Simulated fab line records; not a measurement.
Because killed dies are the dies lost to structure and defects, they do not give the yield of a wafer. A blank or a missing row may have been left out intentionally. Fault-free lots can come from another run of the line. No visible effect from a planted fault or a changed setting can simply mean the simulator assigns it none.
Struck lot and sound lot, side by side ; flow nand_harc ; 17 out of 1302 route steps
Sound: these wafers, L735.4, L735.5, L735.6. Struck: wafer L746.4. (L746.3, L746.6 of the same lot were not struck and are left out.) The cause comes at the end.
Each step with rows lists, per side, the tool, then ch with its chambers, then its first start. Under that, the readings that differ: sound wafers ; struck wafers ; difference of the means ; sigmas: that difference in standard deviations of wafers without a fault.
alike: same words and numbers on both sides, and readings whose means sit less than 2 such deviations apart. not compared: any withheld reading, any reading some wafer has no value for, any bound like >300 that may hide the same value, and any number with overlapping values for which the record gives no deviation.
The two part at a step that has a row with sigmas, a row that says differs or no value, or rows on one side only. When numbers do not overlap yet have no deviation, they are printed without sigmas and do not part them. Lack of a reading on every wafer of one side parts them only where that side has two or more wafers.

NHARC_P_M2_INSPECT_11:
  struck on defect_inspect-02, day 13 20:11; sound on defect_inspect-02, day 9 09:31
  alike: raw_defect_count
then, 2 steps without rows for these wafers: NHARC_P_M2_DESCUM_14 (chemistry O2, time 3 s); NHARC_P_M2_ETCH_35 (etches the open film in N2/H2, target depth 40 nm, overetch 12 nm, time 43.94 s).
NHARC_P_M2_ETCH_15: etches the open film in C4F8/Ar, target depth 182.5 nm, time 91.2 s.
  sound: rie_diel-13 ch 0,2,3; struck: rie_diel-13 ch 3
  alike: bias_w, oes_product_au, rf_vpp_V
  not compared: rf_hours_counter_h
NHARC_P_M2_CD_MEAS_16:
  struck on cd_sem-03, day 13 20:34; sound on cd_sem-03, day 9 09:53
  alike: cd_nm
then, 3 steps without rows for these wafers: NHARC_P_M2_STRIP_18 (strips in N2/H2); NHARC_P_M2_ETCH_28 (etches the open film in CF4/N2, target depth 30 nm, time 72.99 s); NHARC_P_M2_STRIP_19 (strips in post etch residue remover, time 600 s).
NHARC_P_M2_DEGAS_29: time 60 s.
  struck on pvd_sputter-01, day 13 21:16; sound on pvd_sputter-02, day 9 10:36
  alike: heater_power_w
NHARC_P_M2_PRE_CLEAN_30: time 30 s.
  sound on pvd_sputter-02; struck on pvd_sputter-01
  alike: heater_power_w
then, 1 step without rows for these wafers: NHARC_P_M2_PVD_20 (deposits TaN, target thk 5 nm, time 8.06 s).
NHARC_P_M2_PVD_21: deposits Cu, target thk 30 nm, time 20.49 s.
  sound on pvd_sputter-02; struck on pvd_sputter-01
  alike: throttle_valve_pct
NHARC_P_M2_ECD_22: material Cu, target thk 400 nm.
  sound on ecd_cu-02 ch 0,1, day 9 11:06; struck on ecd_cu-02 ch 0,1, day 13 21:44
NHARC_P_M2_ANNEAL_31: time 90 s.
  sound on rtp_anneal-01 ch 0, day 9 11:29; struck on rtp_anneal-02 ch 0, day 13 22:07
reading;sound;struck;difference;sigmas
wafer_temp_C_max;225.6 225.6 225.4;226.6;+1.1;+2
NHARC_P_M2_CMP_23: polishes, t overpolish 20 s, target thk 144.3 nm.
  sound on cmp-02 ch 0,1,2, day 9 11:44; struck on cmp-03 ch 2, day 13 22:23
reading;sound;struck;difference;sigmas
time_to_endpoint_s (s);23.3 31.0 31.4;49.7;+21.1;+8
  alike: motor_current_A
NHARC_P_M2_THK_MEAS_24: measures by xrf.
  struck on film_metro-01, day 14 00:09; sound on film_metro-02, day 9 11:59
  alike: thk_nm
then, 1 step without rows for these wafers: NHARC_END_SORT_01.

== WHERE THEY PART ==
Earliest at NHARC_P_M2_ANNEAL_31; latest, in this record, at NHARC_P_M2_CMP_23. Later steps at which nothing parts them and some readings are alike: NHARC_P_M2_THK_MEAS_24.

WHY: the cause the simulator had injected
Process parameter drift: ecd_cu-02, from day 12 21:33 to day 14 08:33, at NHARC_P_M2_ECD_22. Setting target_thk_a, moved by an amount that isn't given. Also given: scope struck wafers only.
